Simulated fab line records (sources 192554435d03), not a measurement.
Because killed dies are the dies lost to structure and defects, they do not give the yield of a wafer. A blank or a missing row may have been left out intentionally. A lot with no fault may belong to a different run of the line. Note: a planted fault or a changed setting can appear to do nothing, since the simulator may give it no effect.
fab line records	flow n5_finfet
[record] lots = 12	wafers = 32	last_day = 18
route steps=1938 shown BEOL_M10@1486 PASSIVATION@1936
lots untouched by any fault: they come from a run of this same line in which no faults occurred
start_h: start of the lot's first displayed wafer, in hours after the record's first day	wait_h: hours elapsed since this lot's preceding step	" the same as in the row above	L1.1+2: a row that stands for several wafers	- value missing, or start not given	* or withheld: withheld	< > ~ a bound
route shown NAME@n: a module of which the file shows steps, and the number in the route of the first	usual: mean and standard deviation over wafers with no fault	same: alike in all rows	chamber/n: place in a boat	sites: per-site readings	_std_site: standard deviation across them	_edge_site: inner sites' mean taken away from outer sites' mean	radius_mm: how far each site lies from the wafer's centre	mask NAME#n: copy n	behind: the most recent tool/chamber to have shaped the wafer	hold: why the lot was held/for how many hours/how that ended	device: whichever transistor did not switch (one of n, p or np)	end of line: at the end of the route, the tests of the same wafers	a step without rows: its recipe alone	killed: dies that structure and defects cost at the first sort, which is not the same as the wafer's yield	map: a wafer's dies, marking killed ones x, the rest . and places with no die _
set.NAME: the setting as run; set.NAME@STEP: as run at that earlier step	model.NAME: the simulator's own value behind a step, which no gauge read
the route's steps for a sample of lots (tables are steps, rows are wafers)
services: the hour from which a tool's chamber was out of use, counted from the record's first day as start_h (under 0 if before that day), plus the number of hours and why
[[steps]]
[step N5_BEOL_M10_DESCUM_16]
[recipe] chemistry = O2	time_s = 7.9	source_power_w = 50	bias_power_w = 20	pressure_mtorr = 20	rf_frequency_hz = 2.712e+07	temp_c = 40	resist = CAR-ArF	o2_flow_sccm = 225
[usual] drypump_motor_current_A = 5.7/0.42	oes_product_au = 0.83/0.062	rf_vpp_V = 242.7/1.4	showerhead_plenum_p_Torr = 2.06/0.071	throttle_valve_pct = 20.40/0.18
lot.wafer	tool	chamber	start_h	wait_h	drypump_motor_current_A	oes_product_au	rf_hours_counter_h	rf_vpp_V	showerhead_plenum_p_Torr	throttle_valve_pct
L658.3	rie_diel-03	0	221.22	0.0	5.4	0.91	31	242.1	2.04	20.45
L658.4	"	2	"	"	5.7	0.86	55	240.8	2.01	20.24
L658.6	"	0	"	"	5.4	0.90	-	240.5	2.04	20.43
L660.1	rie_diel-02	0	247.72	0.0	5.6	0.89	34	243.7	2.14	20.35
L660.4	"	1	"	"	6.7	0.85	59	242.2	2.06	20.39
L660.6	"	2	"	"	5.5	0.84	-	242.2	2.03	20.48
L661.4	rie_diel-02	3	247.98	0.1	5.5	0.90	18	244.2	2.21	20.04
L661.5	"	3	"	"	5.5	0.88	-	244.7	2.21	20.06
L662.5	rie_diel-03	3	267.73	0.0	5.2	0.68	-	241.3	1.98	20.64
L662.6	"	0	"	"	5.4	0.88	-	243.1	2.04	20.46
L665.2	rie_diel-04	3	270.86	0.4	6.4	0.91	15	243.8	2.13	20.28
L665.4	"	3	"	"	6.4	0.92	-	244.4	2.13	20.25
L665.5	"	2	"	"	6.2	0.81	-	244.7	2.09	20.13
L663.1	rie_diel-02	1	274.80	0.0	6.6	0.84	68	241.5	2.05	20.39
L663.3	"	3	"	"	5.6	0.88	28	245.4	2.21	20.05
L667.1	rie_diel-03	1	275.04	0.0	5.5	0.90	32	242.9	2.04	20.66
L667.4	"	2	"	"	5.7	0.84	72	243.1	2.01	20.25
L667.6	"	2	"	"	5.7	0.84	-	242.0	2.01	20.24
L666.2	rie_diel-02	2	297.14	0.2	5.5	0.81	104	242.4	2.02	20.50
L666.4	"	0	"	"	5.6	0.87	51	244.0	2.14	20.38
L666.5	"	2	"	"	5.5	0.82	-	241.2	2.02	20.50
L669.3	rie_diel-02	0	314.90	0.0	5.6	0.85	56	244.6	2.13	20.38
L669.5	"	3	"	"	5.5	0.85	-	243.4	2.20	20.09
L676.3	rie_diel-03	3	344.56	0.4	5.3	0.66	250	242.0	1.97	20.66
L676.5	"	1	"	"	5.5	0.86	-	244.0	2.04	20.70
L676.6	"	2	"	"	5.7	0.81	-	242.2	2.00	20.31
L678.1	rie_diel-02	3	368.03	0.0	5.6	0.82	63	244.3	2.20	20.11
L678.3	"	0	"	"	5.6	0.84	75	242.9	2.13	20.39
L678.4	"	2	"	"	5.5	0.79	-	242.8	2.01	20.54
L679.2	rie_diel-02	1	378.52	0.0	6.6	0.80	96	242.0	2.04	20.44
L679.4	"	0	"	"	5.7	0.83	79	244.6	2.13	20.42
L679.6	"	1	"	"	6.6	0.80	-	241.2	2.04	20.44
[step N5_BEOL_M10_STRIP_19]
[recipe] chemistry = O2	power_w = 400	temp_c = 40	pressure_mtorr = 30	rf_frequency_hz = 6e+07	bias_power_w = 0	overash_fraction = 0.2	o2_flow_sccm = 225
[usual] drypump_motor_current_A = 5.8/0.42	oes_product_au = 0.84/0.055	rf_vpp_V = 3.6/0.69	showerhead_plenum_p_Torr = 2.08/0.07	throttle_valve_pct = 16.60/0.18
lot.wafer	tool	chamber	start_h	wait_h	drypump_motor_current_A	oes_product_au	rf_hours_counter_h	rf_vpp_V	showerhead_plenum_p_Torr	throttle_valve_pct
L658.3	rie_diel-02	1	221.61	0.1	6.7	0.86	50	3.2	2.06	16.56
L658.4	"	0	"	"	5.6	0.91	26	3.3	2.15	16.53
L658.6	"	3	"	"	5.5	0.91	-	2.8	2.22	16.29
L660.1	rie_diel-04	3	248.11	0.1	6.4	0.97	5	4.7	2.14	16.47
L660.4	"	2	"	"	6.1	0.82	90	4.6	2.10	16.41
L660.6	"	2	"	"	6.1	0.82	-	4.3	2.10	16.39
L661.4	rie_diel-02	3	248.45	0.1	5.5	0.89	18	4.6	2.22	16.30
L661.5	"	1	"	"	6.6	0.85	-	4.1	2.06	16.58
L662.5	rie_diel-04	2	268.17	0.1	6.1	0.81	-	2.8	2.09	16.40
L662.6	"	1	"	"	5.8	0.83	-	2.6	2.04	16.53
L665.2	rie_diel-03	2	271.34	0.2	5.7	0.84	71	3.2	2.01	16.49
L665.4	"	1	"	"	5.6	0.89	31	4.3	2.05	16.85
L665.5	"	0	"	"	5.4	0.88	-	4.4	2.04	16.68
L663.1	rie_diel-02	2	275.18	0.1	5.5	0.82	96	3.2	2.03	16.70
L663.3	"	0	"	"	5.6	0.87	44	3.8	2.14	16.58
L667.1	rie_diel-04	2	275.42	0.1	6.2	0.81	102	4.0	2.09	16.43
L667.4	"	1	"	"	5.8	0.83	-	2.9	2.04	16.57
L667.6	"	2	"	"	6.1	0.81	-	4.8	2.09	16.42
L666.2	rie_diel-04	1	297.53	0.1	5.8	0.81	92	2.6	2.03	16.59
L666.4	"	3	"	"	6.4	0.90	-	4.1	2.13	16.48
L666.5	"	2	"	"	6.1	0.80	-	2.8	2.09	16.43
L669.3	rie_diel-02	3	315.28	0.1	5.5	0.84	42	4.0	2.21	16.34
L669.5	"	2	"	"	5.5	0.81	-	3.8	2.02	16.73
L676.3	rie_diel-03	2	345.01	0.1	5.7	0.81	95	3.8	2.00	16.57
L676.5	"	0	"	"	5.4	0.83	-	2.4	2.03	16.72
L676.6	"	1	"	"	5.5	0.86	-	2.7	2.04	16.90
L678.1	rie_diel-03	2	368.43	0.1	5.7	0.80	105	3.4	2.00	16.54
L678.3	"	3	"	"	5.2	0.97	4	3.6	2.24	16.51
L678.4	"	3	"	"	5.3	0.96	-	3.2	2.24	16.50
L679.2	rie_diel-02	2	378.91	0.1	5.5	0.80	135	4.4	2.01	16.76
L679.4	"	0	"	"	5.7	0.84	79	2.9	2.13	16.62
L679.6	"	1	"	"	6.7	0.81	-	4.4	2.05	16.65
[step N5_BEOL_M10_ETCH_65]
[recipe] chemistry = CF4	target = SiARC	target_depth_a = 390	mask_material = CAR-ArF	time_s = 65	ion_energy_ev = 80	pressure_mtorr = 40	source_w = 545	bias_w = 36	Ar_flow_sccm = 100	cf4_flow_sccm = 100	ends = cleared
[usual] drypump_motor_current_A = 5.7/0.43	etch_rf_on_time_s = 64.7/1.7	oes_product_au = 0.70/0.048	rf_vpp_V = 183.7/1.1	showerhead_plenum_p_Torr = 2.11/0.063	throttle_valve_pct = 15.58/0.18
lot.wafer	tool	chamber	start_h	wait_h	drypump_motor_current_A	etch_rf_on_time_s	oes_product_au	rf_hours_counter_h	rf_vpp_V	showerhead_plenum_p_Torr	throttle_valve_pct
L658.3	rie_diel-04	2	222.69	0.0	6.1	61.5	0.71	82	184.1	2.15	15.38
L658.4	"	2	"	"	6.1	61.6	0.72	-	184.4	2.15	15.37
L658.6	"	1	"	"	5.8	64.6	0.73	-	182.5	2.08	15.38
L661.4	rie_diel-04	0	251.26	0.0	5.1	64.4	0.67	140	182.7	2.07	15.90
L661.5	"	1	"	"	5.8	64.9	0.71	-	183.4	2.08	15.40
L660.1	rie_diel-02	0	251.48	0.0	5.6	66.9	0.75	35	184.0	2.17	15.36
L660.4	"	3	"	"	5.5	62.6	0.77	19	184.7	2.28	15.36
L660.6	"	1	"	"	6.6	65.0	0.72	-	182.8	2.09	15.44
L662.5	rie_diel-03	2	269.76	0.0	5.7	64.1	0.71	-	182.6	2.08	15.56
L662.6	"	1	"	"	5.5	61.8	0.78	-	184.9	2.10	15.76
L665.2	rie_diel-02	3	272.05	0.0	5.6	62.6	0.76	28	186.5	2.28	15.39
L665.4	"	2	"	"	5.5	65.1	0.69	95	183.5	2.08	15.63
L665.5	"	1	"	"	6.6	65.9	0.71	-	183.7	2.09	15.45
L667.1	rie_diel-02	3	276.03	0.0	5.6	42.0	0.96	29	185.4	2.28	15.40
L667.4	"	2	"	"	5.5	63.8	0.70	96	183.0	2.08	15.64
L667.6	"	1	"	"	6.7	64.9	0.70	-	182.6	2.09	15.46
L663.1	rie_diel-03	3	276.39	0.0	5.2	67.3	0.56	227	182.5	2.03	15.86
L663.3	"	2	"	"	5.7	65.8	0.70	72	182.5	2.08	15.53
L666.2	rie_diel-02	1	298.62	0.0	6.7	66.0	0.69	76	183.3	2.09	15.49
L666.4	"	3	"	"	5.5	62.7	0.75	37	185.2	2.28	15.40
L666.5	"	1	"	"	6.6	44.7	0.88	-	183.8	2.09	15.48
L669.3	rie_diel-02	3	316.12	0.0	5.5	61.6	0.75	42	186.1	2.28	15.43
L669.5	"	2	"	"	5.5	44.0	0.86	-	183.0	2.07	15.67
L676.3	rie_diel-04	0	346.91	0.0	5.1	64.8	0.65	158	183.0	2.06	15.93
L676.5	"	1	"	"	5.8	66.5	0.67	-	182.8	2.07	15.49
L676.6	"	0	"	"	5.1	64.6	0.66	-	183.0	2.06	15.94
L678.1	rie_diel-04	3	370.64	0.0	6.4	65.4	0.73	53	184.5	2.18	15.57
L678.3	"	2	"	"	6.1	63.4	0.66	138	184.0	2.14	15.48
L678.4	"	0	"	"	5.2	64.5	0.66	165	183.7	2.06	15.95
L679.2	rie_diel-02	3	380.37	0.0	5.5	62.6	0.72	68	185.4	2.27	15.48
L679.4	"	1	"	"	6.6	65.2	0.68	97	183.3	2.08	15.52
L679.6	"	3	"	"	5.5	62.5	0.70	-	186.1	2.27	15.47
[step N5_BEOL_M10_OCD_MEAS_38]
[usual] trench_depth_nm = 149.5/2.4
lot.wafer	tool	chamber	start_h	wait_h	trench_depth_nm
L658.3	ocd-02	-	223.15	-	151.3
L658.4	"	-	"	"	151.0
L658.6	"	-	"	"	149.2
L661.4	ocd-02	-	251.72	-	146.5
L661.5	"	-	"	"	148.3
L660.1	ocd-01	-	251.94	-	146.7
L660.4	"	-	"	"	152.5
L660.6	"	-	"	"	146.8
L662.5	ocd-02	-	270.20	-	152.9
L662.6	"	-	"	"	151.6
L665.2	ocd-02	-	272.51	-	153.6
L665.4	"	-	"	"	150.8
L665.5	"	-	"	"	149.2
L667.1	ocd-02	-	276.49	-	153.1
L667.4	"	-	"	"	150.5
L667.6	"	-	"	"	147.4
L663.1	ocd-02	-	276.84	-	147.1
L663.3	"	-	"	"	151.8
L666.2	ocd-02	-	299.08	-	148.8
L666.4	"	-	"	"	153.6
L666.5	"	-	"	"	149.1
L669.3	ocd-01	-	316.58	-	150.8
L669.5	"	-	"	"	149.2
L676.3	ocd-02	-	347.37	-	149.4
L676.5	"	-	"	"	146.4
L676.6	"	-	"	"	149.0
L678.1	ocd-01	-	371.10	-	147.9
L678.3	"	-	"	"	149.7
L678.4	"	-	"	"	147.1
L679.2	ocd-02	-	380.83	-	153.2
L679.4	"	-	"	"	149.1
L679.6	"	-	"	"	151.4
[step N5_PASSIVATION_PROBE_49]
[usual] defect_limited_yield = 91.4/1.4	killed_at_M0_to_M3 = 32/10	killed_at_M4_up = 13/5.6	killed_at_contacts = 13/6.6	killed_at_front_end = 39/13	killed_at_other = 3.4/2.8	killed_dies = 101/17	killed_open = 66/13	killed_short = 33/7	sort_bin_5_function = 5.0/0.93	sort_bin_6_memory = 3.2/0.65	sort_n_pass = 1078/17	sort_yield_pct = 91.4/1.4
[same] gross_dies = 1180	killed_at_back_side = 0	sort_bin_4_leakage[%] = 0	sort_bin_8_speed[%] = 0
lot.wafer	tool	chamber	start_h	wait_h	defect_limited_yield[%]	killed_at_M0_to_M3	killed_at_M4_up	killed_at_contacts	killed_at_front_end	killed_at_other	killed_dies	killed_open	killed_short	sort_bin_5_function[%]	sort_bin_6_memory[%]	sort_n_pass	sort_yield_pct[%]
L662.5	prober-02	-	325.19	0.2	90.6	29	11	11	60	0	111	82	28	5.8	3.5	1069	90.6
L662.6	prober-02	-	325.24	0.3	91.4	26	10	9	55	2	102	68	31	4.6	3.9	1078	91.4
L676.3	prober-01	-	402.87	0.1	90.5	34	16	33	26	3	112	79	31	5.7	3.7	1068	90.5
L676.5	prober-01	-	402.97	0.2	92.2	27	10	12	40	3	92	58	33	4.6	2.8	1088	92.2
L676.6	prober-01	-	403.02	0.3	93.6	29	6	6	31	4	76	41	34	3.7	2.3	1104	93.6
L679.2	prober-01	-	432.40	0.1	92.4	30	17	18	22	3	90	56	33	4.3	3.1	1090	92.4
L679.4	prober-01	-	432.50	0.2	92.4	18	20	19	28	5	90	55	28	4.7	2.3	1090	92.4
L679.6	prober-01	-	432.60	0.3	91.9	25	11	15	31	13	95	69	25	4.7	3.1	1085	91.9
// killed by level:class
L662.5 FIN_SAQP:geometric_particle:open=19 BEOL_M2:geometric_particle:open=14 MOL_CONTACT_COAG:geometric_particle:open=8 BEOL_M1:geometric_particle:open=8 FIN_SAQP:geometric_particle:short=6 STI_FIN_REVEAL:geometric_particle:open=6 DUMMY_GATE:geometric_particle:open=5 BEOL_M4:geometric_particle:open=5
L662.6 STI_FIN_REVEAL:geometric_particle:open=17 MOL_CONTACT_COAG:geometric_particle:open=9 ILD0:geometric_particle:open=6 BEOL_M1:geometric_particle:open=6 FIN_SAQP:geometric_particle:short=5 GATE_CUT:geometric_particle:short=5 BEOL_M2:geometric_particle:open=5 FIN_SAQP:geometric_particle:open=4
L676.3 MOL_CONTACT_COAG:geometric_particle:open=21 MOL_CONTACT_COAG:geometric_particle:short=11 BEOL_M2:geometric_particle:open=11 BEOL_M4:geometric_particle:open=8 BEOL_M1:geometric_particle:open=7 BEOL_M0_SAQP:geometric_particle:short=6 FIN_SAQP:geometric_particle:open=4 STI_FIN_REVEAL:geometric_particle:open=4
L676.5 FIN_SAQP:geometric_particle:short=13 FIN_SAQP:geometric_particle:open=11 MOL_CONTACT_COAG:geometric_particle:open=10 BEOL_M0_SAQP:geometric_particle:short=7 BEOL_M2:geometric_particle:open=7 BEOL_M3:geometric_particle:open=6 DUMMY_GATE:geometric_particle:open=5 BEOL_M0_SAQP:geometric_particle:open=5
L676.6 BEOL_M2:geometric_particle:open=14 FIN_SAQP:geometric_particle:short=8 FIN_SAQP:geometric_particle:open=5 STARTING-WAFER:geometric_particle:short=5 MOL_CONTACT_COAG:geometric_particle:open=4 BEOL_M0_SAQP:geometric_particle:short=4 BEOL_M2:geometric_particle:short=4 STI_FIN_REVEAL:geometric_particle:open=3
L679.2 MOL_CONTACT_COAG:geometric_particle:open=10 MOL_CONTACT_COAG:geometric_particle:short=8 BEOL_M0_SAQP:geometric_particle:open=8 BEOL_M4:geometric_particle:open=7 FIN_SAQP:geometric_particle:short=6 GATE_CUT:geometric_particle:short=5 BEOL_M3:geometric_particle:open=5 BEOL_M1:geometric_particle:open=4
L679.4 MOL_CONTACT_COAG:geometric_particle:open=14 BEOL_M4:geometric_particle:open=7 HKMG_FIN:area_etch=6 MOL_CONTACT_COAG:geometric_particle:short=5 BEOL_M0_SAQP:geometric_particle:short=5 BEOL_M2:geometric_particle:open=5 FIN_SAQP:geometric_particle:short=4 FIN_SAQP:geometric_particle:open=4
L679.6 MIM_TOP:geometric_particle:open=8 MOL_CONTACT_COAG:geometric_particle:open=8 MOL_CONTACT_COAG:geometric_particle:short=7 FIN_SAQP:geometric_particle:open=6 DUMMY_GATE:geometric_particle:open=6 BEOL_M2:geometric_particle:open=6 STI_FIN_REVEAL:geometric_particle:open=5 BEOL_M0_SAQP:geometric_particle:open=4
[[services]]
tool	chamber	start_h	hours	kind
rie_diel-04	3	212.00	-	clean
rie_diel-04	3	212.00	-	consumable_replace:focus_ring
rie_diel-04	3	212.00	22.3	scheduled_down
rie_diel-04	3	212.00	22.3	vent_cycle
rie_diel-04	0	259.93	44.6	repair
rie_diel-03	1	300.65	1.3	repair
rie_diel-04	0	315.19	1.6	repair
rie_diel-02	-	322.39	0.2	repair
rie_diel-03	3	345.01	-	clean
rie_diel-03	3	345.01	-	consumable_replace:focus_ring
rie_diel-03	3	345.01	-	consumable_replace:showerhead
rie_diel-03	3	345.01	15.3	scheduled_down
rie_diel-03	3	345.01	15.3	vent_cycle
rie_diel-03	2	351.86	1.3	repair
rie_diel-02	1	352.68	16.7	repair
rie_diel-03	1	363.83	7.7	repair
rie_diel-03	0	369.47	10.3	repair
[[key]]
[first_sign] step = N5_BEOL_M10_ETCH_65	reading = etch_rf_on_time_s	direction = down	sigmas = 13	usual = *	struck = *
[effect] step = N5_BEOL_M10_ETCH_65	reading = oes_product_au	direction = up	sigmas = 4.2	usual = 0.70	struck = 0.90
met_at N5_BEOL_M10_ETCH_65
struck_lots L666,L667,L669
struck_wafers L666.5,L667.1,L669.5
not_acting_at N5_BEOL_M10_DESCUM_16,N5_BEOL_M10_STRIP_19,N5_BEOL_M10_OCD_MEAS_38
onset_between 272.05 276.03
[fault] kind = process_parameter_drift	tool = rie_diel-02	chamber = -	onset_h = 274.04	steps = N5_BEOL_M10_ETCH_65	channel = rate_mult	offset = 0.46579	shape = step	end_h = 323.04	scope = struck_wafers_only
